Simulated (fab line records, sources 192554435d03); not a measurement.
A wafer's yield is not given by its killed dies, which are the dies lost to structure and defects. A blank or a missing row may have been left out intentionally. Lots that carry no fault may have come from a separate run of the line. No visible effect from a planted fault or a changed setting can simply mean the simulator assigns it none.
Which tool did it? + flow n5Finfet + 24 lots, 72 wafers sampled, at 1 step of a route of 1938

## WHAT THE GAUGES READ, wafer by wafer
N5_BEOL_M2_CD_MEAS_28: target cd 26.2 nm, target cd y 24.1 nm.
| lot  | measured     | on       | cdNm (nm)         |
|------|--------------|----------|-------------------|
| L074 | day 6 12:14  | cdSem-03 | 25.88 26.05 26.02 |
| L076 | day 6 18:19  | cdSem-01 | 25.70 26.31 25.76 |
| L075 | day 7 03:02  | cdSem-01 | 26.10 25.73 25.81 |
| L077 | day 7 10:05  | cdSem-03 | 26.36 26.26 25.87 |
| L078 | day 8 02:52  | cdSem-01 | 26.74 26.39 26.37 |
| L079 | day 8 04:38  | cdSem-01 | 26.50 26.29 26.22 |
| L080 | day 8 04:56  | cdSem-01 | 26.25 26.57 26.20 |
| L083 | day 8 20:56  | cdSem-01 | 26.09 26.15 26.41 |
| L082 | day 9 04:40  | cdSem-01 | 26.44 26.06 26.49 |
| L081 | day 9 05:11  | cdSem-03 | 26.27 26.25 26.22 |
| L084 | day 9 05:36  | cdSem-01 | 26.17 26.10 26.15 |
| L085 | day 9 06:01  | cdSem-03 | 26.34 26.14 26.02 |
| L086 | day 9 22:21  | cdSem-02 | 25.86 26.18 25.70 |
| L089 | day 10 07:23 | cdSem-01 | 25.92 26.21 26.17 |
| L087 | day 10 07:55 | cdSem-03 | 26.22 25.92 26.65 |
| L088 | day 10 10:26 | cdSem-03 | 26.55 25.92 26.39 |
| L090 | day 11 00:13 | cdSem-02 | 26.34 26.28 26.26 |
| L091 | day 11 00:35 | cdSem-01 | 26.32 26.44 25.80 |
| L092 | day 11 03:29 | cdSem-02 | 26.40 25.95 26.07 |
| L093 | day 11 11:19 | cdSem-01 | 26.31 26.21 26.31 |
| L094 | day 11 19:13 | cdSem-01 | 26.64 26.53 26.10 |
| L095 | day 11 22:56 | cdSem-02 | 26.12 26.34 26.31 |
| L097 | day 12 06:08 | cdSem-02 | 26.26 25.86 26.07 |
| L096 | day 12 09:45 | cdSem-02 | 26.22 26.16 26.15 |

## TOOL THAT RAN EACH LOT (tool first, then ch and the chambers of the sampled wafers, then the start)
The record shows no process step preceding these readings.

## WHAT THE TOOLS THEMSELVES READ (means of the sampled wafers that have a number; where no wafer has one, the mark that the record gives instead)
The record holds no such reading with a usual standard deviation.

## THE ANSWER, worked out from the rows above alone
Rule: the lots themselves supply what counts as usual. The widest of any qualifying gaps counts: lots, ordered by their means at a reading, are off when they make up no more than a third of the lots, leave a main group of 4 or more, and stand apart from it by 3 or more times the standard deviation of that group's means. The tables above print the reading to a certain number of digits; a main group whose means all agree to those digits is not used. Also off: a lot with no number at a reading for which 4 or more lots have one. Any other lot the step has rows for is counted as sound. The gauges are gone through in route order, then the tools' own readings, and for those a lot's mean is taken as printed above. The first step at which some lot is off is used, and at that step the reading that is off furthest; a lot without a number counts as furthest.
No lot is off at any reading shown: from this, nothing can be told.

## WHAT THE SIMULATOR PUT IN
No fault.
